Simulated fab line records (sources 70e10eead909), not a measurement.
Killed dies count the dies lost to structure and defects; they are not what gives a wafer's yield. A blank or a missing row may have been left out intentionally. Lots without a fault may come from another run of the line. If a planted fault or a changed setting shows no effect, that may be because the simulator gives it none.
fab line records	flow nand_harc
[record] lots = 12	wafers = 35	last_day = 34
route steps=1302 shown A_CHANNEL_HOLE_D2@585 A_CHANNEL_FILL_D2@612 END@1302
lots that met no fault: taken from a fault-free run of the same line
start_h: hours from the record's opening day to when the first of the lot's shown wafers began	wait_h: hours since the lot's step before	" the same as in the row above	L1.1+2: one row covering several wafers at once	- no value, or no start was given	* or withheld: withheld	< > ~ a bound
route shown NAME@n: NAME is a module with steps in the file, n the number in the route of the first one	usual: mean and standard deviation over wafers with no fault	same: alike in all rows	chamber/n: place in a boat	sites: the reading at each site	_std_site: the values' standard deviation	_edge_site: mean of outer sites minus mean of inner sites	radius_mm: how far each site lies from the wafer's centre	mask NAME#n: copy n	behind: tool/chamber where the wafer was last shaped	hold: reason for holding the lot/hours on hold/outcome of the hold	device: transistor that didn't switch, given as n, p or np	end of line: at the end of the route, the tests of the same wafers	a step with no rows: only its recipe	killed: dies lost to structure and defects at the first sort, not the wafer's yield	map: a wafer's dies, x killed, . not, _ none there
set.NAME: the setting as run; set.NAME@STEP: as run at that earlier step	model.NAME: the simulator's own value behind a step, which no gauge read
the route's steps for a sample of lots (tables are steps, rows are wafers)
services: when a tool's chamber went out of use (start_h, in hours from the record's first day, below 0 if earlier), for how many hours, and the reason
[[steps]]
[step NHARC_A_CHANNEL_HOLE_D2_DESCUM_15]
[recipe] time_s = 3	o2_flow_sccm = 200	ar_flow_sccm = 0	bias_power_w = 0	chemistry = O2
[usual] drypump_motor_current_A = 5.6/0.42	oes_product_au = 1.001/0.011	rf_vpp_V = 57.9/0.8	showerhead_plenum_p_Torr = 1.90/0.069	throttle_valve_pct = 11.312/0.0094
lot.wafer	tool	chamber	start_h	wait_h	drypump_motor_current_A	oes_product_au	rf_hours_counter_h	rf_vpp_V	showerhead_plenum_p_Torr	throttle_valve_pct
L808.4	rie_diel-05	2	292.69	0.1	5.0	1.000	2.8	58.3	2.03	11.307
L808.3	"	0	"	"	5.1	0.997	3.0	58.0	1.97	11.311
L808.6	"	1	"	"	5.8	1.012	-	58.5	1.81	11.304
L807.2	rie_diel-02	2	292.85	0.1	5.9	0.982	1.7	59.0	1.92	11.335
L807.5	"	0	"	"	4.9	1.015	-	58.2	1.98	11.306
L807.6	"	1	"	"	5.3	1.003	-	58.4	1.86	11.315
L810.2	rie_diel-02	2	319.56	0.1	5.9	1.001	4.5	57.9	1.92	11.319
L810.3	"	0	"	"	4.9	1.010	3.6	58.5	1.98	11.314
L810.5	"	1	"	"	5.3	1.001	-	58.3	1.86	11.312
L811.1	rie_diel-05	2	324.98	0.1	5.0	0.988	4.8	57.8	2.03	11.322
L811.5	"	3	"	"	6.1	1.015	-	57.7	1.90	11.317
L811.4	"	1	"	"	5.8	1.007	-	57.1	1.81	11.316
L812.2	rie_diel-02	1	338.59	0.1	5.3	1.008	5.2	58.4	1.86	11.306
L812.5	"	1	"	"	5.3	1.004	-	58.5	1.86	11.347
L812.6	"	2	"	"	5.9	0.987	-	58.6	1.92	11.319
L817.1	rie_diel-12	1	389.72	0.1	5.4	0.984	5.3	57.9	2.00	11.311
L817.3	"	2	"	"	5.9	0.981	7.2	58.1	1.93	11.316
L818.4	rie_diel-12	3	410.40	0.1	5.6	1.012	8.2	56.7	1.85	11.336
L818.2	"	1	"	"	5.4	0.992	6.0	58.4	2.00	11.308
L818.6	"	2	"	"	5.9	0.997	-	57.6	1.93	11.302
L824.1	rie_diel-02	2	465.94	0.1	5.9	0.989	5.1	58.1	1.92	11.313
L824.4	"	3	"	"	4.9	1.004	4.6	57.1	1.98	11.302
L824.5	"	1	"	"	5.3	0.996	-	56.5	1.86	11.328
L826.2	rie_diel-12	3	466.77	0.1	5.6	1.011	0.7	56.8	1.85	11.324
L826.3	"	2	"	"	5.9	1.000	0.8	56.2	1.92	11.302
L826.6	"	0	"	"	6.2	1.015	-	56.7	1.81	11.291
L828.3	rie_diel-12	2	512.15	0.1	5.9	1.011	2.9	58.6	1.92	11.318
L828.2	"	3	"	"	5.6	1.021	2.5	57.8	1.85	11.314
L828.6	"	2	"	"	5.9	1.005	-	58.2	1.92	11.300
L830.4	rie_diel-12	3	522.78	0.1	5.6	1.010	3.7	57.7	1.85	11.321
L830.3	"	0	"	"	6.2	1.014	4.1	57.0	1.81	11.316
L830.6	"	2	"	"	5.9	1.006	-	58.2	1.92	11.308
L829.3	rie_diel-12	3	524.81	0.1	5.6	1.018	4.2	56.6	1.85	11.314
L829.4	"	0	"	"	6.2	0.997	4.5	57.5	1.81	11.313
L829.5	"	2	"	"	5.9	0.998	-	57.8	1.92	11.309
[step NHARC_A_CHANNEL_HOLE_D2_ETCH_27]
[recipe] bias_v = 400	source_w = 2000	pressure_mtorr = 25	time_s = 90	ar_flow_sccm = 375	c4f8_flow_sccm = 41.7	o2_flow_sccm = 83.3	temp_c = -20	target_depth_a = 4000	chemistry = C4F8/O2/Ar
[usual] drypump_motor_current_A = 6.02/0.13	showerhead_plenum_p_Torr = 3.71/0.031	temp_c = -20.00/0.11	throttle_valve_pct = 27.620/0.0084
lot.wafer	tool	chamber	start_h	wait_h	drypump_motor_current_A	rf_hours_counter_h	showerhead_plenum_p_Torr	temp_c	throttle_valve_pct
L808.3	har_etch-02	1	297.91	0.2	6.19	-	3.77	-20.12	27.619
L808.4	"	0	"	"	5.97	-	3.77	-20.03	27.620
L808.6	"	1	"	"	6.19	-	3.77	-20.14	27.629
L807.2	har_etch-01	0	299.01	0.2	6.08	153	3.74	-19.82	27.620
L807.5	"	1	"	"	5.85	-	3.74	-19.97	27.604
L807.6	"	0	"	"	6.08	-	3.74	-19.88	27.626
L810.2	har_etch-01	0	330.68	0.2	6.07	172	3.73	-19.85	27.612
L810.3	"	1	"	"	5.86	-	3.73	-19.82	27.626
L810.5	"	1	"	"	5.84	-	3.73	-19.93	27.625
L811.1	har_etch-01	0	334.85	0.2	6.08	176	3.72	-19.99	27.598
L811.4	"	0	"	"	6.08	-	3.72	-19.87	27.624
L811.5	"	0	"	"	6.09	-	3.72	-19.92	27.612
L812.2	har_etch-02	1	347.73	0.3	6.20	-	3.76	-20.25	27.638
L812.5	"	1	"	"	6.19	-	3.76	-20.21	27.631
L812.6	"	1	"	"	6.18	-	3.76	-20.19	27.623
L817.1	har_etch-02	1	404.19	0.2	6.20	8	3.75	-19.97	27.617
L817.3	"	1	"	"	6.19	-	3.75	-19.87	27.624
L818.2	har_etch-02	0	416.33	0.2	5.99	19	3.74	-19.91	27.631
L818.4	"	1	"	"	6.19	-	3.74	-19.95	27.606
L818.6	"	1	"	"	6.20	-	3.74	-19.95	27.610
L824.1	har_etch-01	1	471.14	0.2	5.85	260	3.68	-20.07	27.614
L824.4	"	0	"	"	6.09	-	3.68	-20.04	27.612
L824.5	"	1	"	"	5.83	-	3.68	-20.15	27.624
L826.2	har_etch-01	1	475.28	0.2	5.86	264	3.68	-20.06	27.620
L826.3	"	1	"	"	5.82	-	3.67	-19.99	27.624
L826.6	"	0	"	"	6.08	-	3.68	-19.90	27.625
L828.2	har_etch-02	0	517.34	0.2	5.98	76	3.71	-20.06	27.613
L828.3	"	1	"	"	6.19	-	3.71	-19.83	27.623
L828.6	"	1	"	"	6.19	-	3.71	-20.08	27.620
L830.3	har_etch-01	0	527.99	0.2	6.09	-	3.66	-20.08	27.624
L830.4	"	1	"	"	5.85	-	3.66	-20.12	27.622
L830.6	"	1	"	"	5.82	-	3.66	-19.98	27.635
L829.3	har_etch-02	0	532.60	0.2	5.98	-	3.70	-20.05	27.618
L829.4	"	1	"	"	6.21	-	3.70	-19.92	27.609
L829.5	"	1	"	"	6.21	-	3.70	-19.88	27.626
[step NHARC_A_CHANNEL_HOLE_D2_ETCH_44]
[recipe] target_depth_a = 1400	overetch_a = 140	time_s = 77	ion_energy_ev = 100	cf4_flow_sccm = 80	o2_flow_sccm = 20	ar_flow_sccm = 0	rf_w = 300	bias_w = 100	chemistry = CF4/O2
[usual] drypump_motor_current_A = 5.6/0.43	oes_product_au = 1.000/0.012	rf_vpp_V = 197.8/1.2	showerhead_plenum_p_Torr = 1.33/0.048	throttle_valve_pct = 13.397/0.0097
lot.wafer	tool	chamber	start_h	wait_h	drypump_motor_current_A	oes_product_au	rf_hours_counter_h	rf_vpp_V	showerhead_plenum_p_Torr	throttle_valve_pct
L808.4	rie_diel-05	2	298.59	0.0	5.0	0.992	3.6	199.9	1.42	13.409
L808.3	"	0	"	"	5.0	1.005	3.6	197.9	1.38	13.406
L808.6	"	3	"	"	6.0	1.020	-	197.7	1.33	13.391
L807.2	rie_diel-12	0	299.75	0.1	6.2	1.016	1.5	196.3	1.26	13.411
L807.5	"	3	"	"	5.6	1.010	-	196.9	1.30	13.381
L807.6	"	0	"	"	6.2	1.020	-	198.5	1.26	13.392
L810.2	rie_diel-02	2	331.43	0.0	5.9	0.994	5.1	197.9	1.34	13.397
L810.3	"	0	"	"	4.9	1.006	4.3	198.3	1.38	13.393
L810.5	"	2	"	"	5.9	0.988	-	198.6	1.34	13.415
L811.1	rie_diel-12	3	335.63	0.1	5.6	1.008	2.6	196.4	1.30	13.396
L811.5	"	3	"	"	5.6	1.011	-	196.4	1.30	13.394
L811.4	"	0	"	"	6.2	1.018	-	195.0	1.26	13.411
L812.2	rie_diel-12	0	348.62	0.1	6.2	1.009	4.4	197.6	1.26	13.402
L812.6	"	2	"	"	5.9	0.998	-	197.8	1.34	13.398
L812.5	"	3	"	"	5.6	0.994	-	196.4	1.29	13.406
L817.3	rie_diel-05	3	404.94	0.0	6.0	0.931	10.9	198.1	1.33	13.382
L817.1	"	1	"	"	5.8	0.911	10.4	197.2	1.27	13.411
L818.2	rie_diel-05	0	417.04	0.0	5.0	0.907	0.0	199.9	1.37	13.397
L818.4	"	3	"	"	6.0	0.931	0.0	197.2	1.33	13.390
L818.6	"	1	"	"	5.8	0.909	-	195.7	1.27	13.382
L824.1	rie_diel-02	3	471.88	0.1	4.9	1.009	5.3	199.0	1.38	13.394
L824.4	"	0	"	"	4.9	0.992	5.2	198.4	1.38	13.416
L824.5	"	2	"	"	5.9	0.993	-	197.0	1.34	13.399
L826.3	rie_diel-05	1	476.03	0.1	5.8	0.985	3.0	196.8	1.27	13.405
L826.2	"	3	"	"	6.0	1.011	2.9	197.4	1.33	13.386
L826.6	"	0	"	"	5.1	1.001	-	199.8	1.37	13.387
L828.2	rie_diel-05	3	518.05	0.1	6.1	1.017	4.6	199.3	1.32	13.394
L828.3	"	2	"	"	4.9	0.995	4.7	197.0	1.41	13.410
L828.6	"	0	"	"	5.1	0.993	-	199.3	1.37	13.397
L830.4	rie_diel-02	0	528.69	0.1	4.9	0.988	7.6	198.4	1.38	13.402
L830.3	"	1	"	"	5.3	0.995	8.1	198.0	1.30	13.407
L830.6	"	2	"	"	5.9	0.987	-	198.7	1.34	13.399
L829.4	rie_diel-05	1	533.29	0.0	5.8	0.998	6.1	196.4	1.26	13.410
L829.3	"	3	"	"	6.1	1.014	5.8	198.1	1.32	13.382
L829.5	"	2	"	"	5.0	0.998	-	199.6	1.41	13.393
[step NHARC_A_CHANNEL_FILL_D2_ALD_02]
[recipe] target_thk_a = 60	pulse_time_s = 10	ald_cycles = 60	temp_c = 300	material = SiO2
[usual] heater_power_w = 456/40	precursor_pulse_height_rel = 1.004/0.021
[same] ald_cycles = 60
lot.wafer	tool	chamber	start_h	wait_h	heater_power_w	precursor_pulse_height_rel
L808.3	ald_hk-03	3	299.84	-	370	0.988
L808.4	"	1	"	"	493	0.998
L808.6	"	2	"	"	450	1.009
L807.2	ald_hk-04	3	300.99	-	475	1.046
L807.5	"	2	"	"	455	0.998
L807.6	"	3	"	"	486	1.031
L810.2	ald_hk-04	3	332.90	-	480	1.036
L810.3	"	0	"	"	464	0.975
L810.5	"	3	"	"	488	1.046
L811.1	ald_hk-01	1	337.07	-	483	1.016
L811.4	"	2	"	"	427	0.984
L811.5	"	3	"	"	395	0.999
L812.2	ald_hk-01	3	350.00	-	397	1.004
L812.5	"	0	"	"	442	1.016
L812.6	"	1	"	"	508	1.008
L824.4	ald_hk-03	2	473.03	-	479	1.009
L824.1	"	0	"	"	473	0.970
L824.5	"	2	"	"	477	1.035
L826.2	ald_hk-03	1	477.28	-	512	0.969
L826.3	"	3	"	"	374	1.007
L826.6	"	0	"	"	492	1.011
L828.2	ald_hk-01	0	519.31	-	436	0.963
L828.3	"	2	"	"	449	1.011
L828.6	"	3	"	"	398	1.020
L830.3	ald_hk-01	2	529.93	-	458	0.977
L830.4	"	3	"	"	400	1.009
L830.6	"	2	"	"	449	1.032
L829.3	ald_hk-04	0	534.54	-	485	1.004
L829.4	"	1	"	"	466	1.009
L829.5	"	3	"	"	498	0.985
[step NHARC_END_SORT_01]
[recipe] temp_c = 25
[usual] killed_at_array = 51/18	killed_at_other = 1.0/1.2	killed_at_periphery = 3.7/2.9	killed_dies = 55/19	killed_open = 3.5/1.9	killed_short = 2.6/1.6
[same] gross_dies = 677
lot.wafer	tool	chamber	start_h	wait_h	killed_at_array	killed_at_other	killed_at_periphery	killed_dies	killed_open	killed_short
L807.2	prober-02	0	570.49	2.8	19	1	1	21	3	2
L807.5	prober-02	0	572.86	3.7	19	1	0	20	5	1
L807.6	prober-02	0	573.64	3.9	12	1	3	16	2	1
L817.1	prober-02	0	660.06	2.5	673	0	1	674	3	2
L817.3	prober-02	0	661.66	3.1	676	0	1	677	3	3
L818.2	prober-01	0	683.72	2.8	677	0	0	677	6	2
L818.4	prober-01	0	685.36	3.4	672	0	5	677	5	2
L818.6	prober-01	0	686.99	4.1	674	0	3	677	3	3
L828.2	prober-01	0	783.42	2.8	39	1	5	45	7	4
L828.3	prober-01	0	784.21	3.1	27	1	3	31	6	1
L828.6	prober-01	0	786.58	3.9	62	3	1	66	4	3
// killed by level:class
L807.2 A_CHANNEL_HOLE_D2:chamber_film_flake=4 A_WL_FILL:chamber_film_flake=4 A_CHANNEL_HOLE_D1:chamber_film_flake=2 A_CONTACT:chamber_film_flake=2 P_CONTACT:geometric_particle:open=1 A_DECK1_JOINT:geometric_particle:short=1 A_CHANNEL_FILL_D2:geometric_particle:open=1 A_WL_FILL:geometric_particle:short=1
L807.5 A_STAIRCASE:chamber_film_flake=6 A_CHANNEL_FILL_D1:geometric_particle:open=2 A_CHANNEL_HOLE_D2:chamber_film_flake=2 A_CHANNEL_FILL_D2:chamber_film_flake=2 A_CONTACT:chamber_film_flake=2 A_ONON_D1:geometric_particle:open=1 A_ONON_D1:geometric_particle:short=1 A_ONON_D2:geometric_particle:open=1
L807.6 A_CONTACT:chamber_film_flake=3 A_CHANNEL_HOLE_D1:chamber_film_flake=2 A_CHANNEL_HOLE_D2:chamber_film_flake=2 P_CONTACT:geometric_particle:open=1 A_CHANNEL_FILL_D1:geometric_particle:short=1 A_WL_FILL:geometric_particle:open=1 P_STI:chamber_film_flake=1 P_GATE:chamber_film_flake=1
L817.1 A_CHANNEL_HOLE_D2:area_etch=654 A_CONTACT:chamber_film_flake=5 A_STAIRCASE:chamber_film_flake=4 A_WL_FILL:chamber_film_flake=2 A_CHANNEL_FILL_D1:geometric_particle:open=1 A_CHANNEL_FILL_D2:geometric_particle:short=1 A_CHANNEL_FILL_D2:geometric_particle:open=1 A_SGD_CUT:geometric_particle:open=1
L817.3 A_CHANNEL_HOLE_D2:area_etch=647 A_STAIRCASE:chamber_film_flake=6 A_CHANNEL_HOLE_D1:chamber_film_flake=5 A_CONTACT:chamber_film_flake=5 A_SLIT:chamber_film_flake=4 A_CHANNEL_FILL_D2:chamber_film_flake=2 A_BONDPAD:chamber_film_flake=2 P_CONTACT:geometric_particle:open=1
L818.2 A_CHANNEL_HOLE_D2:area_etch=648 A_CHANNEL_HOLE_D2:chamber_film_flake=6 A_STAIRCASE:chamber_film_flake=6 A_SLIT:chamber_film_flake=5 A_SOURCE_PLATE:geometric_particle:open=2 A_ONON_D2:geometric_particle:short=2 A_CHANNEL_FILL_D1:geometric_particle:open=1 A_CHANNEL_FILL_D2:geometric_particle:open=1
L818.4 A_CHANNEL_HOLE_D2:area_etch=646 A_STAIRCASE:chamber_film_flake=7 A_CONTACT:chamber_film_flake=6 A_CHANNEL_HOLE_D1:chamber_film_flake=3 A_CHANNEL_HOLE_D2:chamber_film_flake=3 P_M1:geometric_particle:open=2 A_ONON_D1:geometric_particle:short=2 P_GATE:chamber_film_flake=2
L818.6 A_CHANNEL_HOLE_D2:area_etch=639 A_CHANNEL_HOLE_D1:chamber_film_flake=9 A_STAIRCASE:chamber_film_flake=7 A_CHANNEL_HOLE_D2:chamber_film_flake=4 A_SLIT:chamber_film_flake=4 A_DECK1_JOINT:geometric_particle:short=3 P_GATE:chamber_film_flake=2 A_CHANNEL_FILL_D2:chamber_film_flake=2
L828.2 A_SLIT:chamber_film_flake=9 A_SGD_CUT:chamber_film_flake=8 A_CONTACT:chamber_film_flake=6 A_CHANNEL_HOLE_D1:chamber_film_flake=4 P_GATE:geometric_particle:open=2 P_ZERO_WELL:chamber_film_flake=2 P_CONTACT:geometric_particle:open=1 A_CHANNEL_FILL_D1:geometric_particle:open=1
L828.3 A_SLIT:chamber_film_flake=10 A_SGD_CUT:chamber_film_flake=4 A_CHANNEL_HOLE_D1:chamber_film_flake=3 A_CONTACT:chamber_film_flake=3 A_STAIRCASE:chamber_film_flake=2 P_GATE:geometric_particle:open=1 P_CONTACT:geometric_particle:open=1 P_M0:geometric_particle:open=1
L828.6 A_SLIT:chamber_film_flake=28 A_CHANNEL_HOLE_D1:chamber_film_flake=15 A_SGD_CUT:chamber_film_flake=3 A_CONTACT:chamber_film_flake=3 THIN_TSV:chamber_film_flake=3 A_CHANNEL_FILL_D2:geometric_particle:open=2 A_ZERO_WELL:chamber_film_flake=2 A_STAIRCASE:chamber_film_flake=2
[[services]]
tool	chamber	start_h	hours	kind
rie_diel-02	1	274.13	2.5	repair
rie_diel-12	0	277.40	-	clean
rie_diel-12	1	277.40	-	clean
rie_diel-12	2	277.40	-	clean
rie_diel-12	3	277.40	-	clean
ald_hk-01	-	296.55	10.0	pm
rie_diel-12	0	301.90	-	clean
rie_diel-12	1	301.90	-	clean
rie_diel-12	2	301.90	-	clean
rie_diel-12	3	301.90	-	clean
rie_diel-05	0	316.02	13.5	repair
rie_diel-12	0	326.40	-	clean
har_etch-02	-	327.22	4.0	repair
rie_diel-12	1	331.25	12.8	repair
har_etch-02	-	379.07	17.0	pm
ald_hk-03	-	391.64	10.0	pm
rie_diel-02	-	393.70	9.0	pm
rie_diel-05	-	406.60	9.0	pm
rie_diel-02	2	411.68	7.4	repair
ald_hk-03	-	434.75	0.6	repair
rie_diel-12	-	445.48	9.0	pm
rie_diel-12	3	479.57	10.5	repair
rie_diel-02	-	499.38	0.3	repair
rie_diel-05	2	534.06	5.2	repair
[[key]]
[first_sign] step = NHARC_A_CHANNEL_HOLE_D2_ETCH_44	reading = oes_product_au	direction = down	sigmas = 6.8	usual = 1.000	struck = 0.918
[effect] step = NHARC_END_SORT_01	reading = killed_at_array	direction = up	sigmas = 34	usual = 51	struck = 674
[more_kills_born_at] NHARC_A_CHANNEL_HOLE_D2_ETCH_44@rie_diel-05 = 3234
met_at NHARC_A_CHANNEL_HOLE_D2_ETCH_44
struck_lots L817,L818
later_rows_left_out L817.1,L817.3,L818.2,L818.4,L818.6
tester_left_out L817,L818
not_acting_at NHARC_A_CHANNEL_HOLE_D2_DESCUM_15,NHARC_A_CHANNEL_HOLE_D2_ETCH_27,NHARC_A_CHANNEL_FILL_D2_ALD_02
onset_between 298.59 404.94
[fault] kind = process_parameter_drift	tool = rie_diel-05	chamber = -	onset_h = 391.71	steps = NHARC_A_CHANNEL_HOLE_D2_ETCH_44	channel = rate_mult	offset = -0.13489	shape = step	end_h = 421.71
// tester_left_out: of these lots the tester's yield and bins aren't shown, on N5 and GAA mostly nor the transistor test; their killed dies are dies lost to structure and defects alone, not to doping, threshold or leakage, so they don't give the yield
// later_rows_left_out: the simulator's readings of these wafers behind a module that went badly wrong aren't trusted and aren't shown, but for the sort
